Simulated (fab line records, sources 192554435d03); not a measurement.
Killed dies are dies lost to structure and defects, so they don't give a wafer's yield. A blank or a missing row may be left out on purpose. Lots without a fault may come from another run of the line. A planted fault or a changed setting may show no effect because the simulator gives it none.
fab line records | flow n5_finfet
record lots=24 wafers=72 last_day=17
route steps=1938 shown BEOL_M3@931
lots that met no fault: from a run of the same line without faults
start_h: hours from the record's first day to the start of the lot's first wafer shown | wait_h: hours since the lot's step before | " the same as in the row above | L1.1+2: a row that stands for several wafers | - no value, or no start given | * or withheld: withheld | < > ~ a bound
route shown NAME@n: a module of which the file shows steps, and the number in the route of the first | usual: mean/standard deviation of fault-free wafers | same: alike in all rows | chamber/n: place in a boat | sites: the reading at each site | _std_site: their standard deviation | _edge_site: outer sites' mean less inner sites' | radius_mm: how far each site lies from the wafer's centre | mask NAME#n: copy n | behind: the tool/chamber that last shaped the wafer | hold: why the lot was held/for how many hours/how that ended | device: the transistor (n, p or np) that didn't switch | end of line: the same wafers' tests at the end of the route | a step without rows: its recipe alone | killed: dies lost to structure and defects at the first sort, not the wafer's yield | map: a wafer's dies, x killed, . not, _ none there
set.NAME: the setting as run; set.NAME@STEP: as run at that earlier step | model.NAME: the simulator's own value behind a step, which no gauge read
steps of the route over a sample of lots; a table a step, a row a wafer
services: from which hour (start_h, from the record's first day; less than 0 if before it) a tool's chamber was out of use, for how many hours, and why
## steps
# step N5_BEOL_M3_ILD_DEP_00
# recipe material=SiOC target_thk_a=790 temp_c=350 precursor=DEMS/O2 pressure_torr=5 rf_w=500 time_s=15.3
# usual heater_power_w=494/50 showerhead_plenum_p_Torr=5.701/0.016 throttle_valve_pct=11.7/0.76
# columns lot.wafer tool chamber start_h wait_h heater_power_w showerhead_plenum_p_Torr throttle_valve_pct
L074.1 pecvd-02 0 138.39 0.0 424 5.701 13.2
L074.3 " 1 " " 530 5.707 11.9
L074.5 " 2 " " 423 5.693 11.8
L075.2 pecvd-02 0 146.88 0.0 463 5.696 12.8
L075.4 " 2 " " 469 5.711 11.5
L075.6 " 0 " " 461 5.709 12.7
L076.2 pecvd-03 1 156.22 0.0 485 5.674 11.6
L076.4 " 0 " " 444 5.691 12.1
L076.6 " 2 " " 574 5.681 11.4
L077.1 pecvd-02 0 158.47 0.0 478 5.703 13.2
L077.2 " 1 " " 416 5.698 12.1
L077.6 " 0 " " 470 5.695 13.1
L078.1 pecvd-04 0 161.42 0.0 423 5.720 11.3
L078.4 " 0 " " 432 5.705 11.3
L078.6 " 1 " " 472 5.716 12.3
L079.1 pecvd-04 2 165.62 0.0 544 5.692 10.6
L079.2 " 1 " " 572 5.715 12.1
L079.3 " 0 " " 485 5.685 10.8
L080.1 pecvd-03 1 180.61 0.0 422 5.675 11.7
L080.5 " 0 " " 444 5.698 11.9
L080.6 " 1 " " 435 5.686 11.9
L081.1 pecvd-02 1 187.01 0.0 518 5.701 12.0
L081.5 " 2 " " 451 5.694 11.5
L081.6 " 1 " " 516 5.717 12.0
L082.1 pecvd-04 1 193.21 0.0 564 5.736 12.2
L082.3 " 0 " " 413 5.710 10.9
L082.5 " 0 " " 416 5.714 11.1
L083.1 pecvd-04 0 202.58 0.0 483 5.716 11.4
L083.2 " 1 " " 551 5.739 12.6
L083.5 " 0 " " 483 5.716 11.3
L084.1 pecvd-03 1 204.82 0.0 452 5.684 11.7
L084.3 " 0 " " 438 5.690 11.9
L084.4 " 2 " " 584 5.687 11.9
L085.1 pecvd-02 1 207.83 0.0 449 5.721 12.1
L085.2 " 0 " " 473 5.681 13.1
L085.6 " 1 " " 454 5.715 12.0
L086.1 pecvd-03 1 220.76 0.0 422 5.683 11.6
L086.3 " 0 " " 528 5.683 12.0
L086.5 " 2 " " 506 5.674 11.9
L088.3 pecvd-02 0 222.44 0.0 432 5.701 13.0
L088.5 " 1 " " 520 5.714 12.1
L088.6 " 0 " " 431 5.702 13.0
L087.1 pecvd-04 1 224.64 0.0 561 5.731 12.6
L087.2 " 2 " " 537 5.692 10.3
L087.3 " 0 " " 455 5.718 11.1
L089.1 pecvd-04 0 229.08 0.0 473 5.708 11.0
L089.2 " 1 " " 567 5.723 12.4
L089.5 " 2 " " 487 5.686 10.1
L090.2 pecvd-03 1 231.62 0.0 507 5.708 11.6
L090.4 " 0 " " 509 5.695 12.0
L090.6 " 2 " " 585 5.687 11.7
L091.1 pecvd-04 0 241.25 0.0 451 5.711 11.2
L091.2 " 1 " " 521 5.728 12.4
L091.6 " 0 " " 447 5.712 11.4
L092.1 pecvd-04 0 248.13 0.0 500 5.727 11.6
L092.2 " 1 " " 524 5.727 12.4
L092.3 " 2 " " 556 5.685 10.4
L093.1 pecvd-04 0 266.50 0.0 435 5.703 11.3
L093.2 " 1 " " 536 5.732 12.2
L093.3 " 2 " " 572 5.688 10.4
L094.2 pecvd-04 1 266.61 0.0 538 5.722 12.5
L094.3 " 0 " " 503 5.713 11.6
L094.5 " 0 " " 490 5.724 11.0
L095.1 pecvd-04 0 274.42 0.0 509 5.718 11.4
L095.3 " 2 " " 480 5.688 10.4
L095.6 " 0 " " 506 5.720 11.3
L096.2 pecvd-03 2 279.53 0.0 562 5.685 11.9
L096.3 " 0 " " 460 5.687 11.9
L096.6 " 0 " " 469 5.673 11.7
L097.1 pecvd-02 1 287.17 0.0 536 5.714 11.9
L097.3 " 0 " " 448 5.707 12.9
L097.6 " 0 " " 461 5.686 13.1
# step N5_BEOL_M3_ETCH_63
# recipe chemistry=CF4 target=SiARC target_depth_a=156 mask_material=CAR-EUV time_s=26 ion_energy_ev=80 pressure_mtorr=40 source_w=545 bias_w=36 Ar_flow_sccm=100 cf4_flow_sccm=100 ends=cleared
# usual drypump_motor_current_A=5.7/0.37 etch_rf_on_time_s=26.0/1 oes_product_au=0.65/0.069 rf_vpp_V=183.8/1.1 showerhead_plenum_p_Torr=2.13/0.06 throttle_valve_pct=15.71/0.27
# columns lot.wafer tool chamber start_h wait_h drypump_motor_current_A etch_rf_on_time_s oes_product_au rf_hours_counter_h rf_vpp_V showerhead_plenum_p_Torr throttle_valve_pct
L074.1 rie_diel-03 3 139.86 0.0 5.7 24.9 0.64 180 183.0 2.04 15.63
L074.3 " 2 " " 6.0 25.1 0.60 238 184.4 2.01 15.92
L074.5 " 1 " " 6.3 26.1 0.65 - 184.8 2.23 15.96
L075.2 rie_diel-03 1 148.42 0.0 6.2 26.1 0.65 158 184.8 2.23 15.98
L075.4 " 3 " " 5.7 24.9 0.65 182 184.6 2.04 15.62
L075.6 " 0 " " 5.7 27.9 0.60 - 185.7 2.20 15.63
L076.2 rie_diel-03 2 157.64 0.0 6.0 25.1 0.60 242 183.3 2.01 15.96
L076.4 " 3 " " 5.8 24.8 0.64 184 181.9 2.04 15.63
L076.6 " 2 " " 6.0 25.1 0.60 - 180.7 2.01 15.94
L077.1 rie_diel-01 3 160.97 0.0 5.4 28.2 0.61 165 184.5 2.15 15.74
L077.2 " 1 " " 5.5 25.0 0.64 182 184.5 2.15 15.86
L077.6 " 1 " " 5.5 25.0 0.64 - 183.0 2.14 15.87
L078.1 rie_diel-02 2 164.33 0.0 5.1 25.3 0.60 192 182.6 2.12 15.82
L078.4 " 1 " " 5.8 25.6 0.80 17 183.6 2.12 15.43
L078.6 " 0 " " 6.3 26.1 0.63 - 183.1 2.15 16.06
L079.1 rie_diel-02 2 167.16 0.0 5.1 25.4 0.60 192 184.2 2.12 15.82
L079.2 " 3 " " 5.4 26.4 0.69 85 185.1 2.14 15.12
L079.3 " 0 " " 6.3 26.5 0.62 194 182.6 2.15 16.08
L080.1 rie_diel-01 1 183.34 0.0 5.5 24.8 0.64 188 184.8 2.14 15.88
L080.5 " 0 " " 5.7 24.9 0.61 - 183.0 2.11 15.62
L080.6 " 2 " " 6.3 25.4 0.66 - 184.0 2.06 15.61
L081.1 rie_diel-03 1 189.55 0.0 6.2 26.6 0.64 171 184.1 2.23 16.01
L081.5 " 1 " " 6.2 26.3 0.65 - 183.5 2.23 15.99
L081.6 " 0 " " 5.7 27.5 0.60 - 185.2 2.20 15.66
L082.1 rie_diel-02 3 194.59 0.0 5.4 26.3 0.68 93 184.0 2.14 15.15
L082.3 " 1 " " 5.8 25.7 0.79 26 184.1 2.11 15.45
L082.5 " 2 " " 5.2 24.8 0.61 - 184.1 2.11 15.85
L083.1 rie_diel-03 1 204.73 0.0 6.2 26.2 0.64 176 184.4 2.23 16.01
L083.2 " 3 " " 5.8 24.8 0.63 200 183.5 2.04 15.66
L083.5 " 1 " " 6.3 26.3 0.63 - 185.2 2.23 16.00
L084.1 rie_diel-02 2 207.12 0.0 5.1 25.1 0.60 205 182.9 2.11 15.85
L084.3 " 3 " " 5.4 26.3 0.68 97 184.6 2.14 15.14
L084.4 " 0 " " 6.2 26.3 0.61 206 182.3 2.15 16.09
L085.1 rie_diel-02 2 211.47 0.0 5.2 25.0 0.60 207 183.1 2.11 15.84
L085.2 " 0 " " 6.3 26.4 0.62 207 184.3 2.15 16.08
L085.6 " 1 " " 5.8 25.6 0.78 - 183.1 2.11 15.46
L086.1 rie_diel-02 2 222.32 0.0 5.1 25.3 0.59 210 183.9 2.11 15.87
L086.3 " 1 " " 5.8 25.7 0.78 35 183.6 2.11 15.46
L086.5 " 3 " " 5.3 26.3 0.67 - 184.8 2.14 15.16
L088.3 rie_diel-02 3 224.71 0.0 5.3 26.6 0.67 103 183.7 2.13 15.16
L088.5 " 1 " " 5.8 26.0 0.77 - 183.5 2.11 15.47
L088.6 " 2 " " 5.2 25.4 0.60 - 182.3 2.11 15.85
L087.1 rie_diel-02 0 226.00 0.0 6.2 26.6 0.61 211 184.0 2.14 16.10
L087.2 " 1 " " 5.8 25.7 0.77 36 183.3 2.11 15.47
L087.3 " 2 " " 5.1 25.2 0.59 212 183.1 2.11 15.86
L089.1 rie_diel-02 3 233.26 0.0 5.4 26.6 0.68 105 183.6 2.13 15.18
L089.2 " 0 " " 6.3 26.6 0.61 213 182.9 2.14 16.12
L089.5 " 3 " " 5.4 26.5 0.67 - 183.0 2.13 15.18
L090.2 rie_diel-01 1 233.47 0.0 5.5 24.7 0.62 207 183.6 2.14 15.93
L090.4 " 1 " " 5.5 25.0 0.63 - 185.0 2.14 15.91
L090.6 " 2 " " 6.3 25.6 0.64 - 183.2 2.05 15.66
L091.1 rie_diel-01 2 244.37 0.0 6.2 25.7 0.64 176 182.8 2.05 15.67
L091.2 " 0 " " 5.7 25.3 0.59 242 182.5 2.11 15.63
L091.6 " 3 " " 5.4 28.7 0.58 - 183.9 2.14 15.79
L092.1 rie_diel-02 3 250.83 0.0 5.4 26.6 0.66 112 184.5 2.13 15.19
L092.2 " 0 " " 6.3 26.4 0.61 220 183.4 2.14 16.12
L092.3 " 2 " " 5.1 25.3 0.59 221 184.2 2.11 15.89
L093.1 rie_diel-03 3 267.85 0.0 5.8 24.8 0.62 216 182.1 2.03 15.68
L093.2 " 0 " " 5.7 27.8 0.59 208 185.6 2.19 15.73
L093.3 " 2 " " 6.0 24.7 0.83 15 185.6 2.25 15.53
L094.2 rie_diel-01 1 268.34 0.0 5.5 25.2 0.61 220 181.7 2.13 15.94
L094.3 " 0 " " 5.7 25.6 0.59 249 184.9 2.11 15.64
L094.5 " 2 " " 6.3 26.1 0.63 - 183.7 2.05 15.69
L095.1 rie_diel-03 0 275.22 0.0 5.7 28.0 0.59 211 185.4 2.19 15.71
L095.3 " 1 " " 6.2 26.0 0.63 192 183.6 2.22 16.04
L095.6 " 0 " " 5.7 27.8 0.59 - 185.8 2.19 15.71
L096.2 rie_diel-01 3 280.93 0.0 5.5 28.3 0.58 205 182.7 2.13 15.82
L096.3 " 1 " " 5.5 25.1 0.61 225 183.7 2.13 15.95
L096.6 " 2 " " 6.3 25.7 0.63 - 184.1 2.05 15.69
L097.1 rie_diel-03 2 288.32 0.0 6.0 25.1 0.81 22 186.4 2.25 15.51
L097.3 " 1 " " 6.2 26.4 0.62 195 184.8 2.22 16.04
L097.6 " 3 " " 5.8 25.0 0.62 - 182.9 2.03 15.72
# step N5_BEOL_M3_ETCHBACK_99
# recipe chemistry=CHF3 target=SiO2 target_depth_a=50 time_s=10.4 source_w=215 bias_w=47 Ar_flow_sccm=200 CHF3_flow_sccm=12 ion_energy_ev=100 pressure_mtorr=30
# usual drypump_motor_current_A=5.7/0.39 oes_product_au=0.76/0.081 rf_vpp_V=241/7.8 showerhead_plenum_p_Torr=2.13/0.056 throttle_valve_pct=17.16/0.29
# columns lot.wafer tool chamber start_h wait_h drypump_motor_current_A oes_product_au rf_hours_counter_h rf_vpp_V showerhead_plenum_p_Torr throttle_valve_pct
L074.1 rie_diel-03 3 147.26 5.8 5.8 0.75 181 227 2.05 17.07
L074.3 " 1 " " 6.2 0.76 157 243 2.24 17.42
L074.5 " 1 " " 6.2 0.76 - 243 2.24 17.41
L075.2 rie_diel-02 3 151.85 2.1 5.3 0.81 81 244 2.18 16.69
L075.4 " 1 " " 5.8 0.95 13 245 2.11 16.81
L075.6 " 1 " " 5.8 0.95 - 245 2.11 16.82
L076.2 rie_diel-02 1 159.73 0.8 5.8 0.95 16 245 2.11 16.80
L076.4 " 2 " " 5.2 0.70 190 244 2.12 17.23
L076.6 " 1 " " 5.8 0.95 - 245 2.11 16.81
L077.1 rie_diel-02 3 162.97 0.8 5.4 0.82 85 243 2.17 16.70
L077.2 " 2 " " 5.1 0.71 191 244 2.12 17.22
L077.6 " 2 " " 5.1 0.71 - 242 2.12 17.25
L078.1 rie_diel-02 2 169.01 3.6 5.1 0.70 193 243 2.12 17.25
L078.4 " 1 " " 5.8 0.95 19 244 2.11 16.82
L078.6 " 1 " " 5.8 0.93 - 245 2.11 16.82
L079.1 rie_diel-01 0 173.94 5.7 5.6 0.71 236 249 2.11 17.00
L079.2 " 2 " " 6.3 0.78 148 252 2.05 16.92
L079.3 " 1 " " 5.4 0.74 185 231 2.18 17.46
L080.1 rie_diel-01 1 185.65 1.2 5.5 0.73 188 231 2.18 17.47
L080.5 " 0 " " 5.7 0.70 - 249 2.11 16.99
L080.6 " 1 " " 5.5 0.73 - 230 2.18 17.44
L081.1 rie_diel-02 0 193.59 2.7 6.3 0.72 201 230 2.16 17.60
L081.5 " 0 " " 6.3 0.72 - 230 2.16 17.58
L081.6 " 1 " " 5.8 0.93 - 246 2.11 16.82
L082.1 rie_diel-02 3 196.92 1.2 5.3 0.80 94 242 2.17 16.71
L082.3 " 0 " " 6.2 0.72 202 229 2.16 17.58
L082.5 " 3 " " 5.3 0.79 - 242 2.17 16.71
L083.1 rie_diel-03 0 205.97 0.2 5.7 0.71 193 253 2.20 17.07
L083.2 " 2 " " 6.0 1.01 1 241 2.28 17.01
L083.5 " 2 " " 6.0 1.02 - 241 2.28 16.98
L084.1 rie_diel-01 1 211.03 2.9 5.5 0.73 199 231 2.17 17.48
L084.3 " 2 " " 6.3 0.75 161 252 2.04 16.93
L084.4 " 2 " " 6.3 0.76 - 254 2.04 16.95
L085.1 rie_diel-01 1 214.34 1.1 5.5 0.73 200 232 2.17 17.49
L085.2 " 3 " " 5.4 0.71 180 245 2.15 17.23
L085.6 " 2 " " 6.3 0.76 - 251 2.04 16.94
L086.1 rie_diel-02 3 227.58 3.4 5.3 0.78 104 242 2.17 16.73
L086.3 " 2 " " 5.2 0.69 213 244 2.12 17.27
L086.5 " 2 " " 5.2 0.68 - 243 2.12 17.27
L088.3 rie_diel-02 0 228.05 2.2 6.2 0.70 211 231 2.16 17.59
L088.5 " 1 " " 5.7 0.89 - 244 2.11 16.88
L088.6 " 0 " " 6.2 0.71 - 230 2.16 17.60
L087.1 rie_diel-01 1 232.44 5.2 5.5 0.71 207 231 2.17 17.49
L087.2 " 2 " " 6.3 0.74 170 252 2.04 16.96
L087.3 " 3 " " 5.4 0.70 187 243 2.15 17.24
L089.1 rie_diel-02 1 235.90 1.5 5.7 0.90 40 244 2.10 16.87
L089.2 " 3 " " 5.4 0.79 106 242 2.17 16.74
L089.5 " 3 " " 5.3 0.79 - 242 2.17 16.73
L090.2 rie_diel-02 1 239.40 4.9 5.7 0.89 41 245 2.10 16.87
L090.4 " 2 " " 5.1 0.68 217 241 2.12 17.27
L090.6 " 0 " " 6.3 0.71 - 230 2.15 17.62
L091.1 rie_diel-01 3 246.06 0.5 5.4 0.69 194 243 2.15 17.24
L091.2 " 2 " " 6.3 0.75 177 251 2.03 16.97
L091.6 " 2 " " 6.3 0.75 - 252 2.03 16.98
L092.1 rie_diel-03 1 258.80 5.9 6.3 0.74 187 242 2.23 17.47
L092.2 " 0 " " 5.7 0.70 205 254 2.20 17.09
L092.3 " 2 " " 6.0 0.97 13 242 2.27 17.01
L094.2 rie_diel-01 2 275.15 4.8 6.3 0.74 186 252 2.03 16.99
L094.3 " 1 " " 5.5 0.72 224 230 2.16 17.53
L094.5 " 3 " " 5.4 0.69 - 243 2.15 17.28
L093.1 rie_diel-01 1 278.99 8.8 5.4 0.71 225 231 2.16 17.53
L093.2 " 2 " " 6.3 0.74 187 252 2.03 17.00
L093.3 " 3 " " 5.4 0.69 204 245 2.15 17.27
L095.1 rie_diel-01 1 279.83 3.3 5.5 0.71 225 232 2.16 17.54
L095.3 " 2 " " 6.2 0.74 187 251 2.03 16.97
L095.6 " 3 " " 5.4 0.69 - 243 2.15 17.29
L096.2 rie_diel-02 3 287.06 4.4 5.4 0.77 120 244 2.16 16.77
L096.3 " 2 " " 5.1 0.67 233 241 2.11 17.30
L096.6 " 0 " " 6.3 0.69 - 229 2.15 17.64
L097.1 rie_diel-01 3 290.34 0.6 5.4 0.69 209 244 2.15 17.27
L097.3 " 1 " " 5.5 0.70 230 232 2.16 17.52
L097.6 " 2 " " 6.3 0.73 - 251 2.03 17.00
# step N5_BEOL_M3_ANNEAL_80
# recipe temp_c=400 time_s=240 ambient=vacuum
# usual heater_power_w=818/72 susceptor_temp_C_max=401.1/0.41
# columns lot.wafer tool chamber start_h wait_h heater_power_w susceptor_temp_C_max
L074.1 pvd_sputter-02 - 149.10 0.0 869 400.8
L074.3 " - " " 677 401.1
L074.5 " - " " 867 400.8
L075.2 pvd_sputter-02 - 153.71 0.0 791 401.0
L075.4 " - " " 977 401.3
L075.6 " - " " 876 400.8
L076.2 pvd_sputter-03 - 161.56 0.0 795 400.9
L076.4 " - " " 838 401.7
L076.6 " - " " 800 400.4
L077.1 pvd_sputter-03 - 168.13 0.0 793 401.8
L077.2 " - " " 736 400.8
L077.6 " - " " 746 400.9
L078.1 pvd_sputter-03 - 170.81 0.0 849 401.1
L078.4 " - " " 803 401.6
L078.6 " - " " 863 401.1
L079.1 pvd_sputter-03 - 175.93 0.0 818 401.2
L079.2 " - " " 818 401.1
L079.3 " - " " 739 400.9
L080.1 pvd_sputter-03 - 187.85 0.0 851 401.2
L080.5 " - " " 823 400.9
L080.6 " - " " 844 400.8
L081.1 pvd_sputter-03 - 195.31 0.0 729 400.9
L081.5 " - " " 744 400.8
L081.6 " - " " 806 402.3
L082.1 pvd_sputter-02 - 198.87 0.0 810 401.6
L082.3 " - " " 851 401.0
L082.5 " - " " 806 401.4
L083.1 pvd_sputter-03 - 207.79 0.0 780 401.4
L083.2 " - " " 730 401.0
L083.5 " - " " 796 401.3
L084.1 pvd_sputter-01 - 213.24 0.0 843 401.2
L084.3 " - " " 753 400.9
L084.4 " - " " 875 400.7
L085.1 pvd_sputter-03 - 216.45 0.0 813 401.6
L085.2 " - " " 754 400.7
L085.6 " - " " 784 401.9
L086.1 pvd_sputter-03 - 230.89 0.0 760 400.5
L086.3 " - " " 822 401.4
L086.5 " - " " 849 401.8
L088.3 pvd_sputter-01 - 231.14 0.0 894 401.0
L088.5 " - " " 894 400.7
L088.6 " - " " 918 400.7
L087.1 pvd_sputter-03 - 234.13 0.0 748 401.5
L087.2 " - " " 810 401.4
L087.3 " - " " 832 401.1
L089.1 pvd_sputter-03 - 237.51 0.0 839 401.2
L089.2 " - " " 733 401.3
L089.5 " - " " 792 401.7
L090.2 pvd_sputter-01 - 241.35 0.0 772 400.9
L090.4 " - " " 885 402.1
L090.6 " - " " 878 400.5
L091.1 pvd_sputter-02 - 247.93 0.0 999 400.9
L091.2 " - " " 825 401.3
L091.6 " - " " 871 400.8
L092.1 pvd_sputter-01 - 260.86 0.0 921 400.6
L092.2 " - " " 876 400.9
L092.3 " - " " 868 401.8
L094.2 pvd_sputter-02 - 278.66 0.0 964 400.7
L094.3 " - " " 870 400.6
L094.5 " - " " 697 401.6
L093.1 pvd_sputter-02 - 280.76 0.0 886 400.7
L093.2 " - " " 695 401.7
L093.3 " - " " 774 401.1
L095.1 pvd_sputter-03 - 281.80 0.0 827 400.8
L095.3 " - " " 724 400.4
L095.6 " - " " 801 401.5
L096.2 pvd_sputter-03 - 289.15 0.0 788 400.9
L096.3 " - " " 745 400.9
L096.6 " - " " 811 401.0
L097.1 pvd_sputter-02 - 292.23 0.0 960 401.0
L097.3 " - " " 670 402.0
L097.6 " - " " 806 400.6
# step N5_BEOL_M3_SPUTTER_88
# recipe material=Cu target_thk_a=45 temp_c=-20 chamber_pressure_pa=0.07 power_w=withheld time_s=8.29
# usual chamber_pressure_pa=0.07/0.00015 chuck_gas_flow_sccm=1.28/0.052 throttle_valve_pct=29.9/0.76
# columns lot.wafer tool chamber start_h wait_h chamber_pressure_pa chuck_gas_flow_sccm throttle_valve_pct
L074.1 pvd_sputter-02 - 149.68 0.1 0.06992 1.24 29.6
L074.3 " - " " 0.07001 1.30 29.7
L074.5 " - " " 0.06995 1.19 29.8
L075.2 pvd_sputter-02 - 154.29 0.1 0.07043 1.31 31.0
L075.4 " - " " 0.06998 1.28 28.4
L075.6 " - " " 0.07022 1.23 29.7
L076.2 pvd_sputter-03 - 162.14 0.1 0.07005 1.27 31.2
L076.4 " - " " 0.06993 1.22 28.9
L076.6 " - " " 0.07017 1.25 30.7
L077.1 pvd_sputter-03 - 168.71 0.1 0.07028 1.39 30.1
L077.2 " - " " 0.07011 1.21 29.9
L077.6 " - " " 0.06997 1.32 30.2
L078.1 pvd_sputter-03 - 171.39 0.1 0.06996 1.19 29.0
L078.4 " - " " 0.07008 1.29 31.2
L078.6 " - " " 0.06987 1.30 29.1
L079.1 pvd_sputter-03 - 176.51 0.1 0.06992 1.22 31.1
L079.2 " - " " 0.06975 1.25 29.1
L079.3 " - " " 0.06973 1.28 30.0
L080.1 pvd_sputter-03 - 188.43 0.1 0.06993 1.26 29.1
L080.5 " - " " 0.07001 1.29 30.7
L080.6 " - " " 0.06999 1.33 28.9
L081.1 pvd_sputter-03 - 195.89 0.1 0.06999 1.29 30.2
L081.5 " - " " 0.07002 1.25 29.8
L081.6 " - " " 0.07006 1.38 30.2
L082.1 pvd_sputter-02 - 199.45 0.1 0.07 1.37 30.9
L082.3 " - " " 0.06998 1.36 29.7
L082.5 " - " " 0.07004 1.28 31.1
L083.1 pvd_sputter-03 - 208.37 0.1 0.06999 1.31 30.3
L083.2 " - " " 0.0699 1.32 29.9
L083.5 " - " " 0.06994 1.30 30.4
L084.1 pvd_sputter-01 - 213.82 0.1 0.07005 1.24 28.8
L084.3 " - " " 0.06982 1.31 29.8
L084.4 " - " " 0.06988 1.24 30.0
L085.1 pvd_sputter-03 - 217.03 0.1 0.07008 1.27 30.2
L085.2 " - " " 0.0699 1.25 29.6
L085.6 " - " " 0.06996 1.25 30.2
L086.1 pvd_sputter-03 - 231.47 0.1 0.07014 1.16 30.0
L086.3 " - " " 0.06998 1.33 30.1
L086.5 " - " " 0.07009 1.31 29.1
L088.3 pvd_sputter-01 - 231.72 0.1 0.06988 1.26 30.2
L088.5 " - " " 0.06991 1.34 30.1
L088.6 " - " " 0.07026 1.19 30.3
L087.1 pvd_sputter-03 - 234.71 0.1 0.07008 1.35 30.1
L087.2 " - " " 0.0698 1.27 30.2
L087.3 " - " " 0.06983 1.22 29.2
L089.1 pvd_sputter-03 - 238.09 0.1 0.07007 1.17 29.3
L089.2 " - " " 0.06983 1.31 29.9
L089.5 " - " " 0.06966 1.25 29.9
L090.2 pvd_sputter-01 - 241.93 0.1 0.06998 1.26 29.7
L090.4 " - " " 0.06981 1.35 29.4
L090.6 " - " " 0.07028 1.28 30.2
L091.1 pvd_sputter-02 - 248.51 0.1 0.06978 1.40 28.6
L091.2 " - " " 0.0701 1.27 30.9
L091.6 " - " " 0.07008 1.31 29.8
L092.1 pvd_sputter-01 - 261.44 0.1 0.0699 1.34 30.3
L092.2 " - " " 0.06999 1.29 30.1
L092.3 " - " " 0.07 1.17 29.0
L094.2 pvd_sputter-02 - 279.24 0.1 0.06989 1.25 28.5
L094.3 " - " " 0.06972 1.30 29.4
L094.5 " - " " 0.07013 1.24 29.5
L093.1 pvd_sputter-02 - 281.34 0.1 0.06989 1.21 29.5
L093.2 " - " " 0.06999 1.20 29.9
L093.3 " - " " 0.06997 1.33 31.3
L095.1 pvd_sputter-03 - 282.38 0.1 0.07001 1.31 31.1
L095.3 " - " " 0.07006 1.21 30.0
L095.6 " - " " 0.06968 1.40 30.1
L096.2 pvd_sputter-03 - 289.73 0.1 0.07014 1.27 30.9
L096.3 " - " " 0.07002 1.19 29.7
L096.6 " - " " 0.07014 1.23 31.1
L097.1 pvd_sputter-02 - 292.81 0.1 0.0699 1.37 28.4
L097.3 " - " " 0.07003 1.24 29.8
L097.6 " - " " 0.07003 1.29 30.9
# step N5_BEOL_M3_ANNEAL_91
# recipe temp_c=400 time_s=240 ambient=vacuum
# usual heater_power_w=818/70 susceptor_temp_C_max=401.1/0.38
# columns lot.wafer tool chamber start_h wait_h heater_power_w susceptor_temp_C_max
L074.1 pvd_sputter-02 - 149.98 0.0 877 400.5
L074.3 " - " " 684 401.9
L074.5 " - " " 881 400.7
L075.2 pvd_sputter-02 - 154.59 0.0 809 401.2
L075.4 " - " " 957 401.0
L075.6 " - " " 880 400.7
L076.2 pvd_sputter-03 - 162.44 0.0 809 400.6
L076.4 " - " " 846 400.8
L076.6 " - " " 802 401.0
L077.1 pvd_sputter-03 - 169.01 0.0 802 401.8
L077.2 " - " " 745 400.4
L077.6 " - " " 724 400.7
L078.1 pvd_sputter-03 - 171.69 0.0 837 401.4
L078.4 " - " " 811 400.5
L078.6 " - " " 847 401.0
L079.1 pvd_sputter-03 - 176.81 0.0 796 401.3
L079.2 " - " " 844 401.0
L079.3 " - " " 738 400.6
L080.1 pvd_sputter-03 - 188.73 0.0 847 401.3
L080.5 " - " " 803 401.1
L080.6 " - " " 839 401.0
L081.1 pvd_sputter-03 - 196.19 0.0 745 401.1
L081.5 " - " " 741 400.8
L081.6 " - " " 797 401.3
L082.1 pvd_sputter-02 - 199.75 0.0 804 401.5
L082.3 " - " " 872 400.8
L082.5 " - " " 811 400.9
L083.1 pvd_sputter-03 - 208.67 0.0 765 401.7
L083.2 " - " " 734 400.9
L083.5 " - " " 802 401.4
L084.1 pvd_sputter-01 - 214.12 0.0 884 402.0
L084.3 " - " " 733 401.1
L084.4 " - " " 876 400.8
L085.1 pvd_sputter-03 - 217.33 0.0 809 401.5
L085.2 " - " " 758 401.1
L085.6 " - " " 800 402.4
L086.1 pvd_sputter-03 - 231.77 0.0 740 400.3
L086.3 " - " " 795 401.6
L086.5 " - " " 862 401.3
L088.3 pvd_sputter-01 - 232.02 0.0 880 400.6
L088.5 " - " " 853 401.0
L088.6 " - " " 925 400.7
L087.1 pvd_sputter-03 - 235.01 0.0 747 400.7
L087.2 " - " " 798 401.6
L087.3 " - " " 831 401.4
L089.1 pvd_sputter-03 - 238.39 0.0 860 401.2
L089.2 " - " " 737 401.7
L089.5 " - " " 791 401.4
L090.2 pvd_sputter-01 - 242.23 0.0 752 400.8
L090.4 " - " " 859 401.5
L090.6 " - " " 878 400.9
L091.1 pvd_sputter-02 - 248.81 0.0 980 401.1
L091.2 " - " " 815 401.2
L091.6 " - " " 884 401.0
L092.1 pvd_sputter-01 - 261.74 0.0 900 400.6
L092.2 " - " " 876 400.3
L092.3 " - " " 896 401.2
L094.2 pvd_sputter-02 - 279.54 0.0 954 400.8
L094.3 " - " " 861 400.8
L094.5 " - " " 689 401.4
L093.1 pvd_sputter-02 - 281.64 0.0 874 400.9
L093.2 " - " " 694 401.3
L093.3 " - " " 803 401.4
L095.1 pvd_sputter-03 - 282.68 0.0 818 401.3
L095.3 " - " " 731 400.4
L095.6 " - " " 818 401.2
L096.2 pvd_sputter-03 - 290.03 0.0 804 401.1
L096.3 " - " " 740 400.7
L096.6 " - " " 808 401.2
L097.1 pvd_sputter-02 - 293.11 0.0 965 401.1
L097.3 " - " " 714 401.5
L097.6 " - " " 813 401.4
## services
# columns tool chamber start_h hours kind
pvd_sputter-02 - 121.61 1.8 repair
pecvd-03 - 122.85 0.5 repair
rie_diel-01 0 137.19 2.4 repair
pecvd-04 - 137.74 1.3 repair
pecvd-04 2 140.57 11.5 repair
pecvd-02 2 142.43 2.1 scheduled_down
pecvd-02 1 152.91 1.9 repair
rie_diel-01 3 176.74 8.3 repair
pecvd-04 - 180.14 0.9 repair
rie_diel-03 2 181.29 - clean
rie_diel-03 2 181.29 - consumable_replace:focus_ring
rie_diel-03 2 181.29 - consumable_replace:showerhead
pecvd-04 1 209.48 10.2 repair
pecvd-03 - 221.28 2.8 pm
pecvd-02 - 225.45 14.6 pm
rie_diel-03 - 234.90 15.6 pm
pvd_sputter-01 - 252.79 1.5 repair
pecvd-04 1 256.77 2.0 repair
rie_diel-01 0 270.83 - clean
rie_diel-01 0 270.83 - consumable_replace:focus_ring
rie_diel-01 0 270.83 24.0 scheduled_down
rie_diel-01 0 270.83 24.0 vent_cycle
pecvd-04 1 272.86 2.1 scheduled_down
pecvd-04 - 288.42 0.8 repair
## key
fault none
